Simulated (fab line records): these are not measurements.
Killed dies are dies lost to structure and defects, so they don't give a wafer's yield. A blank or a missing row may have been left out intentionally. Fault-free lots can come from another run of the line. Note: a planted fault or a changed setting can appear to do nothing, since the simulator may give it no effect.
2 desks, one fault    flow nand-harc    each desk has only its own numbers; what lay behind them comes last

## THE TOOL OWNER'S DESK: cvd-w-01
The tool's own readings at NHARC_A_CONTACT_CVD_19 (deposits W, target thk 300 nm, time 802 s): means of the sampled wafers that have a number, for each lot that ran on this tool. The brackets show how far a lot's mean lies from the usual mean; more than 4 standard deviations puts the lot out of limits, marked OUT.
Columns: A = heater-power-w at NHARC_A_CONTACT_CVD_19, usual 441 W; B = throttle-valve-pct at NHARC_A_CONTACT_CVD_19, usual 7.89 %
lot   first seen here  A    B
L224  day 18 02:02     428  8.00
L227  day 19 09:35     426  8.15
L230  day 19 16:43     338  8.11
L233  day 20 02:23     428  8.08
L232  day 20 03:14     335  8.09
L246  day 23 22:05     393  7.83
L247  day 23 22:58     439  7.96
This desk's verdict: no lot among the 7 shows anything out of limits.

## THE METROLOGY DESK
Means of the sampled wafers that have a number, per lot and without regard to the tool the lot ran on: this is what the gauges read. The brackets show how far a lot's mean lies from the usual mean; more than 4 standard deviations puts the lot out of limits, marked OUT.
Columns: A = cd-nm at NHARC_THIN_TSV_CD_MEAS_33, usual 5000.3 nm
lot   first seen here  A
L224  day 19 18:53     5000.1
L225  day 20 00:28     5000.6
L226  day 20 01:32     5000.2
L228  day 20 22:03     5002.5
L227  day 20 22:55     4999.8
L229  day 21 05:50     5002.7
L230  day 21 06:24     4998.2
L231  day 21 07:27     5001.0
L232  day 21 22:23     4999.4
L233  day 21 23:36     4999.8
L234  day 23 15:30     4999.9
L244  day 25 03:31     4999.8
L246  day 25 15:08     5003.5
L247  day 25 21:26     4996.8
This desk's verdict: no lot among the 14 shows anything out of limits.

## ALL TOGETHER
The desk of the tool owner found nothing out of limits.
At the metrology desk, nothing out of limits was observed.

## WHAT THE SIMULATOR HAD INSERTED
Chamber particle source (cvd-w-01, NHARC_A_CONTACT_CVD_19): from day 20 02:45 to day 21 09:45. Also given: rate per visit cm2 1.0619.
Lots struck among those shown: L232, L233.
